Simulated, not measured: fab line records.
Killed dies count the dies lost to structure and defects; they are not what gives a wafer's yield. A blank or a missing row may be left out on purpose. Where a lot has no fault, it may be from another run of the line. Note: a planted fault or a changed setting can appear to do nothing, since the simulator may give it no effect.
Matching of chambers + flow n5-finfet + 4 sister chambers for N5_BEOL_M0_SAQP_ETCH_102 on rie-si-01
The step etches SiO2 in CF4, target depth 4 nm, time 4.4 s. 4 wafers are shown with their chamber, then 9 later ones without.

WAFERS, EACH WITH ITS CHAMBER
| wafer  | chamber | drypump-motor-current-A (A) |
|--------|---------|-----------------------------|
| L092.2 | 1       | 6.4                         |
| L092.5 | 0       | 5.1                         |
| L093.1 | 2       | 5.5                         |
| L093.6 | 3       | 4.7                         |

WAFERS MISSING THEIR CHAMBER
| wafer  | drypump-motor-current-A (A) |
|--------|-----------------------------|
| L094.2 | 5.1                         |
| L094.5 | 5.1                         |
| L094.6 | 4.7                         |
| L096.1 | 6.5                         |
| L096.2 | 5.5                         |
| L096.6 | 5.5                         |
| L097.1 | 5.5                         |
| L097.3 | 5.1                         |
| L097.5 | 5.1                         |

EACH ONE'S CHAMBER
| wafer  | from the rows above | in truth |
|--------|---------------------|----------|
| L094.2 | 0                   | 0        |
| L094.5 | 0                   | 0        |
| L094.6 | 3                   | 3        |
| L096.1 | 1                   | 1        |
| L096.2 | 2                   | 2        |
| L096.6 | 2                   | 2        |
| L097.1 | 2                   | 2        |
| L097.3 | 0                   | 0        |
| L097.5 | 0                   | 0        |
9 of 9 placed correctly. From these rows, 0 cannot be placed. Number placed wrongly: 0.
How it was worked out, from the rows above alone: a wafer's distance from a chamber is the root of the sum, over the readings, of the square of ((its reading less the chamber's mean) divided by the reading's scatter). If the next closest chamber is less than 2 further off than the closest, the wafer can't be placed; otherwise it belongs to the closest. For every chamber, the mean is computed from those of its wafers that are shown. The scatter: with one shown wafer a chamber, the root of the mean of the squares of how far each hidden wafer lies from its nearest shown one.
